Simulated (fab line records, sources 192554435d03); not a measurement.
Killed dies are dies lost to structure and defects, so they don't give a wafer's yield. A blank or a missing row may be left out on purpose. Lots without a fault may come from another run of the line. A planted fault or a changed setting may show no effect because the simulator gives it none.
A struck lot beside a sound one | flow n5_finfet | 15 steps out of a route of 1938
Sound: wafers L633.2, L633.3, L633.4. Struck: wafers L648.3, L648.5. (L648.2 of the same lot was not struck and is left out.) The cause comes at the end.
At each step with rows: each side's tool, then ch and its chambers, then its first start. Under that, the readings that differ: sound wafers | struck wafers | difference of the means | sigmas: that difference in standard deviations of wafers without a fault.
alike: readings whose means differ by less than 2 such deviations, and words and numbers that are the same on both sides. not compared: withheld readings, readings that some wafer has no value for, bounds like >300 that may hide the same value, and numbers for which the record gives no deviation and whose values overlap.
The two part at a step that has a row with sigmas, a row that says differs or no value, or rows on one side only. Numbers that don't overlap but have no deviation are shown without sigmas and don't part them. A reading that every wafer of one side lacks parts them only if that side has two wafers or more.

first, 1 step without rows for these wafers: N5_BEOL_M4_DEVELOP_27 (develop time 30 s).
N5_BEOL_M4_CD_MEAS_28: target cd 26.2 nm, target cd y 24.1 nm.
  sound on cd_sem-01 ch 0, day 7 12:08; struck on cd_sem-02 ch 0, day 11 15:50
  alike: cd_nm
N5_BEOL_M4_OVL_MEAS_29:
  sound on overlay-01 ch 0, day 7 12:10; struck on overlay-01 ch 0, day 11 15:52
  alike: V3_OVL
N5_BEOL_M4_INSPECT_30: inspects for defects (brightfield).
  sound on defect_inspect-01, day 7 12:13; struck on defect_inspect-02, day 11 15:56
  alike: raw_defect_count
N5_BEOL_M4_DESCUM_33: chemistry O2, time 7 s.
  sound on rie_diel-01 ch 0,1,2, day 7 12:34; struck on rie_diel-04 ch 1,3, day 11 15:58
  alike: bias_power_w, drypump_motor_current_A, oes_product_au, rf_vpp_V, showerhead_plenum_p_Torr, temp_c, throttle_valve_pct
  not compared: rf_hours_counter_h
N5_BEOL_M4_ETCH_77: etches underlayer in N2/H2, target depth 6.5 nm, time 5.2 s.
  sound on rie_diel-01 ch 0,1,2, day 7 12:35; struck on rie_diel-04 ch 1,3, day 11 15:59
  alike: drypump_motor_current_A, etch_rf_on_time_s, oes_product_au, rf_fwd_power_W, rf_vpp_V, showerhead_plenum_p_Torr, throttle_valve_pct
  not compared: rf_hours_counter_h
N5_BEOL_M4_ETCH_69: etches SiARC in CF4, target depth 15.6 nm, time 26 s.
  sound on rie_diel-01 ch 0,1,2, day 7 12:37; struck on rie_diel-04 ch 1,3, day 11 16:01
  reading            | sound             | struck      | difference | sigmas
  rf_fwd_power_W (W) | 530.5 530.9 531.9 | 526.9 528.0 | -3.6       | -2
  alike: drypump_motor_current_A, etch_rf_on_time_s, oes_product_au, rf_vpp_V, showerhead_plenum_p_Torr, throttle_valve_pct
  not compared: rf_hours_counter_h
N5_BEOL_M4_ALD_98: deposits SiO2, target thk 2.5 nm, pulse time 1 s, co reactant pulse time 1 s.
  sound on ald_sin-01 ch 0,1,2, day 7 12:41; struck on ald_sin-01 ch 1,3, day 11 16:07
  alike: heater_power_w, precursor_pulse_height_rel
N5_BEOL_M4_ETCHBACK_99: etches SiO2 in CHF3, target depth 5 nm, time 10.4 s.
  sound on rie_diel-01 ch 0,2,3, day 7 14:33; struck on rie_diel-01 ch 0, day 11 18:52
  alike: drypump_motor_current_A, oes_product_au, rf_vpp_V, showerhead_plenum_p_Torr, throttle_valve_pct
  not compared: rf_hours_counter_h
then, 3 steps without rows for these wafers: N5_BEOL_M4_ETCH_70 (etches SOC in N2/H2, target depth 80 nm, overetch 24 nm, time 130 s); N5_BEOL_M4_STRIP_71 (strips in N2/H2); N5_BEOL_M4_STRIP_78 (strips in N2/H2).
N5_BEOL_M4_VIA_ETCH_34: etches the open film in C4F6/O2, target depth 69.4 nm, time 65.9 s.
  sound on rie_diel-01 ch 0,2,3, day 7 14:41; struck on rie_diel-01 ch 0, day 11 19:00
  reading                                  | sound             | struck      | difference | sigmas
  rf_fwd_power_W (W)                       | 347.9 348.9 346.2 | 262.0 261.2 | -86.1      | -72
  rf_vpp_V (V)                             | 666 680 673       | 765 763     | +91        | +11
  model.etch.depth_nm (nm)                 | 70.77 69.54 70.34 | 63.84 63.77 | -6.41      |
  model.SOC_of_BEOL_M4_COAT_67.thk_nm (nm) | 51.8 52.2 52      | 52.6 52.6   | +0.6       |
  alike: drypump_motor_current_A, oes_product_au, showerhead_plenum_p_Torr, throttle_valve_pct
  not compared: rf_hours_counter_h
then, 1 step without rows for these wafers: N5_BEOL_M4_STRIP_83 (strips in C4F6/O2).
N5_BEOL_M4_RC_MEAS_101:
  sound on prober-02 ch 0, day 7 20:21; struck on prober-02 ch 0, day 12 01:05
  alike: DIBL_N, DIBL_P, IOFF_N, IOFF_P, ION_N, ION_P, SS_N, SS_P, VT_N, VT_P

WHERE THEY PART
First at N5_BEOL_M4_ETCH_69; last, within this record, at N5_BEOL_M4_VIA_ETCH_34. Later steps at which nothing parts them and some readings are alike: N5_BEOL_M4_RC_MEAS_101.

WHY: what the simulator had put in
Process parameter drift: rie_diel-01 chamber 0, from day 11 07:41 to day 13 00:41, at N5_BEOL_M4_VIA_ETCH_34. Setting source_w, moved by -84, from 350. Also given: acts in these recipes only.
